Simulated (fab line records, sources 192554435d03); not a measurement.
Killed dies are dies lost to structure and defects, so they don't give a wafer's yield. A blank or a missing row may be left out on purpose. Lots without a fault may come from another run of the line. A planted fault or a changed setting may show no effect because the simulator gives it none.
Which tool did it? | flow n5_finfet | 11 lots, 33 wafers sampled, at 3 steps of a route of 1938

WHAT THE GAUGES READ, wafer by wafer
N5_PASSIVATION_OVL_MEAS_66.
lot  | measured     | on         | PASS_OPEN_OVL (nm)
L508 | day 13 03:16 | overlay-01 | 0 3 6
L510 | day 13 16:56 | overlay-01 | 8 -6 5
L512 | day 14 07:01 | overlay-01 | 10 2 -3
L515 | day 14 21:23 | overlay-02 | 4 1 4
L516 | day 14 17:02 | overlay-01 | 0 3 9
L517 | day 15 03:27 | overlay-02 | 0 0 3
L519 | day 15 21:45 | overlay-02 | -4 -12 1
L527 | day 17 09:20 | overlay-01 | -1 0 0
L528 | day 17 14:47 | overlay-02 | -3 -1 -1
L529 | day 17 20:08 | overlay-02 | 4 2 6
L531 | day 19 02:30 | overlay-02 | -2 -5 -5

WHICH TOOL RAN EACH LOT (tool, then ch and the chambers of the sampled wafers, then the start)
lot  | N5_ILD0_CMP_03               | N5_PASSIVATION_PRE_CLEAN_19
L508 | cmp-01 ch 2,3, day 3 12:22   | pvd_sputter-03, day 13 00:32
L510 | cmp-03 ch 0,3, day 4 01:58   | pvd_sputter-03, day 13 14:34
L512 | cmp-01 ch 0,1,2, day 4 17:43 | pvd_sputter-03, day 14 03:54
L515 | cmp-01 ch 0,2, day 5 19:18   | pvd_sputter-01, day 14 18:28
L516 | cmp-04 ch 1,3, day 5 20:51   | pvd_sputter-03, day 14 14:32
L517 | cmp-03 ch 0,2,3, day 5 23:39 | pvd_sputter-03, day 15 00:40
L519 | cmp-01 ch 0,1,2, day 6 15:14 | pvd_sputter-02, day 15 19:02
L527 | cmp-04 ch 0,1,2, day 8 08:41 | pvd_sputter-02, day 17 06:34
L528 | cmp-03 ch 1,2, day 8 14:31   | pvd_sputter-03, day 17 11:49
L529 | cmp-03 ch 2,3, day 8 20:07   | pvd_sputter-03, day 17 17:19
L531 | cmp-01 ch 0,2,3, day 9 10:56 | pvd_sputter-01, day 19 00:00
- N5_ILD0_CMP_03: polishes, stops on SiNx, t overpolish 1.9 s, target thk 197.38 nm.
- N5_PASSIVATION_PRE_CLEAN_19

WHAT THE TOOLS THEMSELVES READ (means of the sampled wafers that have a number; where no wafer has one, the mark that the record gives instead)
N5_ILD0_CMP_03.
lot  | tool   | motor_current_A (A) | overpolish_run_s (s) | slurry_flow_ml_min | time_to_endpoint_s (s)
L508 | cmp-01 | 12.5                | 1.907                | 149.6              | 64
L510 | cmp-03 | 14.1                | 1.903                | 150.4              | 64
L512 | cmp-01 | 12.6                | 1.901                | 150.3              | 71
L515 | cmp-01 | 12.3                | 1.889                | 150.2              | 71
L516 | cmp-04 | 13.2                | 1.891                | 149.9              | 64
L517 | cmp-03 | 13.1                | 1.906                | 149.8              | 64
L519 | cmp-01 | 13.0                | 1.906                | 150.4              | 66
L527 | cmp-04 | 13.2                | 1.899                | 150.3              | 68
L528 | cmp-03 | 12.5                | 1.899                | 149.6              | 67
L529 | cmp-03 | 12.2                | 1.907                | 150.5              | 65
L531 | cmp-01 | 11.8                | 1.909                | 150.2              | 69

N5_PASSIVATION_PRE_CLEAN_19.
lot  | tool           | heater_power_w (W)
L508 | pvd_sputter-03 | 453
L510 | pvd_sputter-03 | 458
L512 | pvd_sputter-03 | 470
L515 | pvd_sputter-01 | 485
L516 | pvd_sputter-03 | 469
L517 | pvd_sputter-03 | 484
L519 | pvd_sputter-02 | 480
L527 | pvd_sputter-02 | 465
L528 | pvd_sputter-03 | 471
L529 | pvd_sputter-03 | 468
L531 | pvd_sputter-01 | 453

THE ANSWER, worked out from the rows above alone
Rule: what is usual is taken from the lots themselves. Put in order of their means at a reading, lots are off if they are a third of the lots or fewer, leave a main group of 4 or more, and stand apart from it by a gap of 3 or more times the standard deviation of the main group's means; of several such gaps the widest counts. A main group whose means are all the same, to the digits that the tables above print for the reading, isn't used. A lot without any number at a reading at which 4 lots or more have one is off too. The other lots that the step has rows for count as sound. The gauges are gone through in route order, then the tools' own readings, and for those a lot's mean is taken as printed above. The first step at which some lot is off is used, and at that step the reading that is off furthest; a lot without a number counts as furthest.
No lot is off at any reading shown: from this, nothing can be told.

WHAT THE SIMULATOR HAD PUT IN
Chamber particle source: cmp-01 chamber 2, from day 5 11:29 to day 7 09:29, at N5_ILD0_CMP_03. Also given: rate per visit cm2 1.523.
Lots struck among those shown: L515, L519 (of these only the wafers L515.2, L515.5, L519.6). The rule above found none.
